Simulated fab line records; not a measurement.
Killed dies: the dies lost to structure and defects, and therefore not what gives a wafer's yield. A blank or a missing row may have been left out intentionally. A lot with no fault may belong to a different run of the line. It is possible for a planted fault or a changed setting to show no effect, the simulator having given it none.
Which tool did it?    flow nandHarc    Sampling: 14 lots, 40 wafers, 6 of 1302 route steps

## WHAT THE GAUGES SHOWED, per wafer
NHARC_P_BONDPAD_CD_MEAS_09: target cd 500 nm.
lot   measured      on        cdNm (nm)
L343  day 7 13:38   cdSem-03  501.2 500.2 498.9
L344  day 7 14:42   cdSem-03  499.2 496.9 498.1
L345  day 8 08:43   cdSem-01  503.1 500.3 499.4
L346  day 8 14:28   cdSem-03  497.6 498.4 498.9
L349  day 9 21:15   cdSem-01  499.9 499.5 499.0
L352  day 11 05:32  cdSem-01  498.5 499.7
L353  day 11 15:32  cdSem-03  497.8 498.4
L358  day 13 19:36  cdSem-03  498.9 497.1 496.5
L359  day 13 21:23  cdSem-01  499.3 495.1 496.3
L360  day 14 10:55  cdSem-03  498.8 499.2 498.6
L362  day 15 03:12  cdSem-03  500.0 500.4 500.0
L361  day 15 03:42  cdSem-03  497.5 496.9 496.6
L363  day 15 16:12  cdSem-01  500.0 498.7 500.2
L364  day 16 12:37  cdSem-03  496.9 497.5 494.9

NHARC_P_BONDPAD_INSPECT_23.
lot   measured      on                rawDefectCount
L343  day 7 16:26   defectInspect-01  391 453 403
L344  day 7 17:31   defectInspect-01  323 265 235
L345  day 8 11:54   defectInspect-01  368 304 491
L346  day 8 17:20   defectInspect-02  387 231 210
L349  day 10 00:10  defectInspect-02  410 291 395
L352  day 11 08:18  defectInspect-01  328 229
L353  day 11 18:19  defectInspect-01  196 283
L358  day 13 22:23  defectInspect-01  279 389 471
L359  day 14 00:09  defectInspect-01  352 251 181
L360  day 14 13:41  defectInspect-02  265 186 201
L362  day 15 05:59  defectInspect-01  606 328 565
L361  day 15 06:35  defectInspect-01  266 401 369
L363  day 15 19:00  defectInspect-02  231 381 375
L364  day 16 15:42  defectInspect-02  654 481 379

NHARC_A_ONON_D1_THK_MEAS_14: measures by ellipsometry.
lot   measured      on            thkNm (nm)
L343  day 8 18:59   filmMetro-01  1007 1009 1008
L344  day 8 19:02   filmMetro-02  1014 1012 1016
L345  day 9 13:46   filmMetro-02  1011 1010 1011
L346  day 9 18:57   filmMetro-02  1012 1010 1010
L349  day 11 02:41  filmMetro-02  999 999 999
L352  day 12 10:35  filmMetro-02  1009 1010
L353  day 12 22:26  filmMetro-02  983 982
L358  day 15 00:09  filmMetro-01  984 984 982
L359  day 15 00:07  filmMetro-02  999 999 998
L360  day 15 15:11  filmMetro-01  1000 1000 999
L362  day 16 07:59  filmMetro-02  1002 1002 1001
L361  day 16 07:59  filmMetro-01  1004 1004 1003
L363  day 16 22:44  filmMetro-01  978 979 980
L364  day 17 18:50  filmMetro-02  1006 1008 1006

NHARC_A_ONON_D1_THK_MEAS_21: measures by ellipsometry.
lot   measured      on            thkNm (nm)
L343  day 9 03:29   filmMetro-01  996 1000 999
L344  day 9 03:50   filmMetro-02  1018 1017 1017
L345  day 10 00:05  filmMetro-01  1003 1000 1001
L346  day 10 00:05  filmMetro-02  1001 1003 1004
L349  day 11 11:16  filmMetro-01  1006 1006 1005
L352  day 12 18:59  filmMetro-01  868 981
L353  day 13 07:37  filmMetro-02  893 1004
L358  day 15 09:04  filmMetro-02  1013 1013 1012
L359  day 15 09:02  filmMetro-01  1004 1003 1003
L360  day 15 23:35  filmMetro-01  1011 1013 1013
L362  day 16 16:47  filmMetro-01  1009 1009 1012
L361  day 16 16:47  filmMetro-01  987 990 988
L363  day 17 06:55  filmMetro-02  1000 1002 999
L364  day 18 03:14  filmMetro-01  1009 1009 1011

NHARC_END_SORT_01.
lot   measured      on         killedAtArray  killedAtOther  killedAtPeriphery  killedDies  killedOpen  killedShort
L352  day 29 03:59  prober-02  676 68         0 0            1 3                677 71      3 6         1 2
L353  day 29 12:07  prober-01  677 40         0 0            0 1                677 41      3 2         3 2

## EACH LOT AND THE TOOL THAT RAN IT (in order: tool; ch and the chambers of the sampled wafers; start)
lot   NHARC_A_ONON_D1_DEP_19
L343  pecvdOnon-01 ch 0, day 9 03:02
L344  pecvdOnon-01 ch 0, day 9 03:26
L345  pecvdOnon-03 ch 0, day 9 23:44
L346  pecvdOnon-04 ch 0, day 9 23:34
L349  pecvdOnon-04 ch 0, day 11 10:49
L352  pecvdOnon-04 ch 0, day 12 18:28
L353  pecvdOnon-04 ch 0, day 13 07:15
L358  pecvdOnon-01 ch 0, day 15 08:34
L359  pecvdOnon-03 ch 0, day 15 08:32
L360  pecvdOnon-03 ch 0, day 15 23:11
L362  pecvdOnon-04 ch 0, day 16 16:27
L361  pecvdOnon-01 ch 0, day 16 16:20
L363  pecvdOnon-04 ch 0, day 17 06:25
L364  pecvdOnon-04 ch 0, day 18 02:50
- NHARC_A_ONON_D1_DEP_19: target thk 1000 nm.

## WHAT THE TOOLS THEMSELVES READ (means of the sampled wafers that have a number; where no wafer has one, the mark that the record gives instead)
The record holds no such reading with a usual standard deviation.

## THE ANSWER, worked out from the rows above alone
Rule: the usual values come from the lots themselves. The widest of any qualifying gaps counts: lots, ordered by their means at a reading, are off when they make up no more than a third of the lots, leave a main group of 4 or more, and stand apart from it by 3 or more times the standard deviation of that group's means. A main group is skipped when, at the precision printed for the reading in the tables above, its means are all equal. A lot without any number at a reading at which 4 lots or more have one is off too. The other lots that the step has rows for count as sound. After the gauges, taken in route order, come the tools' own readings; for these a lot's mean is taken, as printed above. The first step at which some lot is off is used, and at that step the reading that is off furthest; a lot without a number counts as furthest.
Off: L352, L353, at NHARC_A_ONON_D1_THK_MEAS_21 (thkNm). The main group: mean 1005 nm, standard deviation 7.5.
A tool fits if, at a process step before that reading, it ran every lot that is off, and no sound lot after the first of them. Those tools and the gauges at NHARC_A_ONON_D1_THK_MEAS_21 are tried in the same way. No candidate that was tried fits.

## WHAT WAS PUT IN BY THE SIMULATOR
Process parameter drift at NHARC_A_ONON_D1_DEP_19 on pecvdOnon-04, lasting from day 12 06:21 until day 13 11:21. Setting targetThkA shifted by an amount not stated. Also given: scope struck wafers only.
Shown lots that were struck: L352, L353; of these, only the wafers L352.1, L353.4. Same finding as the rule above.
